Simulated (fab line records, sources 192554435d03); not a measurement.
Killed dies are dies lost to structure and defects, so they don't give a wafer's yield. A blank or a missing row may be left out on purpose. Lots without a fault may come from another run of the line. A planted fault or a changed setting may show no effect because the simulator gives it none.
A struck lot beside a sound one | flow n5_finfet | 21 steps out of a route of 1938
Sound: wafers L318.2, L318.3, L318.6. Struck: wafers L327.2, L327.4, L327.6. The cause comes at the end.
At each step with rows: each side's tool, then ch and its chambers, then its first start. Under that, the readings that differ: sound wafers | struck wafers | difference of the means | sigmas: that difference in standard deviations of wafers without a fault.
alike: readings whose means differ by less than 2 such deviations, and words and numbers that are the same on both sides. not compared: withheld readings, readings that some wafer has no value for, bounds like >300 that may hide the same value, and numbers for which the record gives no deviation and whose values overlap.
The two part at a step that has a row with sigmas, a row that says differs or no value, or rows on one side only. Numbers that don't overlap but have no deviation are shown without sigmas and don't part them. A reading that every wafer of one side lacks parts them only if that side has two wafers or more.

first, 9 steps without rows for these wafers: N5_BEOL_M1_PRE_CLEAN_60 (time 15 s); N5_BEOL_M1_CO_CAP_55 (material Co, precursor CCTBA/H2, target thk 2 nm, time 102.1 s); N5_BEOL_M1_PRE_CLEAN_56 (time 15 s); N5_BEOL_M1_DEP_57 (deposits SiCN from 3MS/NH3, target thk 8 nm, time 14 s); N5_BEOL_M2_ILD_DEP_00 (deposits SiOC from DEMS/O2, target thk 79 nm, time 15.3 s); N5_BEOL_M2_PECVD_72 (deposits SiO2 from TEOS/O2, target thk 16 nm, time 18 s); N5_BEOL_M2_HM_DEP_02 (deposits TiN, target thk 20 nm); N5_BEOL_M2_COAT_61 (time 60 s, resist thk 60 nm); N5_BEOL_M2_COAT_62 (time 60 s, resist thk 12 nm).
N5_BEOL_M2_COAT_73: time 60 s, resist thk 5 nm.
  sound on litho_track-02 ch 0, day 8 05:52; struck on litho_track-02 ch 0, day 9 13:23
  reading                                         | sound                | struck               | difference | sigmas
  spin_speed_rpm (rpm)                            | 1500.9 1501.3 1499.0 | 1720.9 1719.0 1719.4 | +219.4     | +99 or more
  model.underlayer_of_BEOL_M2_COAT_73.thk_nm (nm) | 5 5 5                | 4.6 4.6 4.6          | -0.4       |
then, 7 steps without rows for these wafers: N5_BEOL_M2_COAT_05 (resist thk 30 nm); N5_BEOL_M2_EBR_07; N5_BEOL_M2_SOFTBAKE_06 (time 60 s); N5_BEOL_M2_EXPOSE_08 (exposes mask M2); N5_BEOL_M2_PEB_09 (peb time 60 s); N5_BEOL_M2_DEVELOP_10 (develop time 30 s); N5_BEOL_M2_DESCUM_16 (chemistry O2, time 7 s).
N5_BEOL_M2_ETCH_74: etches underlayer in N2/H2, target depth 6.5 nm, time 5.2 s.
  sound on rie_diel-01 ch 2,3, day 8 06:25; struck on rie_diel-05 ch 1,3, day 9 14:47
  reading                         | sound             | struck            | difference | sigmas
  etch_rf_on_time_s (s)           | 5.17 5.34 5.25    | 4.74 4.69 4.71    | -0.54      | -4
  showerhead_plenum_p_Torr (Torr) | 2.55 2.53 2.54    | 2.68 2.72 2.68    | +0.15      | +2
  model.etch.depth_nm (nm)        | 5.009 5.021 5.021 | 4.683 4.685 4.687 | -0.332     |
  alike: drypump_motor_current_A, oes_product_au, rf_vpp_V, throttle_valve_pct
  not compared: rf_hours_counter_h
then, 1 step without rows for these wafers: N5_BEOL_M2_ETCH_63 (etches SiARC in CF4, target depth 15.6 nm, time 26 s).
-- the record jumps here: 5 days lie between the struck wafers' starts before and after (it left off in module BEOL_M2 and takes up again in module BEOL_M4, whose first step shown is number 1111 of the route) --
N5_BEOL_M4_RC_MEAS_101:
  sound on prober-01 ch 0, day 12 10:05; struck on prober-02 ch 0, day 14 11:15
  alike: DIBL_N, DIBL_P, IOFF_N, IOFF_P, ION_N, ION_P, SS_N, SS_P, VT_N, VT_P
N5_PASSIVATION_PROBE_49:
  the record has rows for the sound wafers here (prober-01, day 17 03:53) and none for the struck ones

WHERE THEY PART
First at N5_BEOL_M2_COAT_73; last, within this record, at N5_PASSIVATION_PROBE_49.

WHY: what the simulator had put in
Process parameter drift: litho_track-02, from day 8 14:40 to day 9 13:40, at N5_BEOL_M2_COAT_73. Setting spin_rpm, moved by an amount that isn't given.
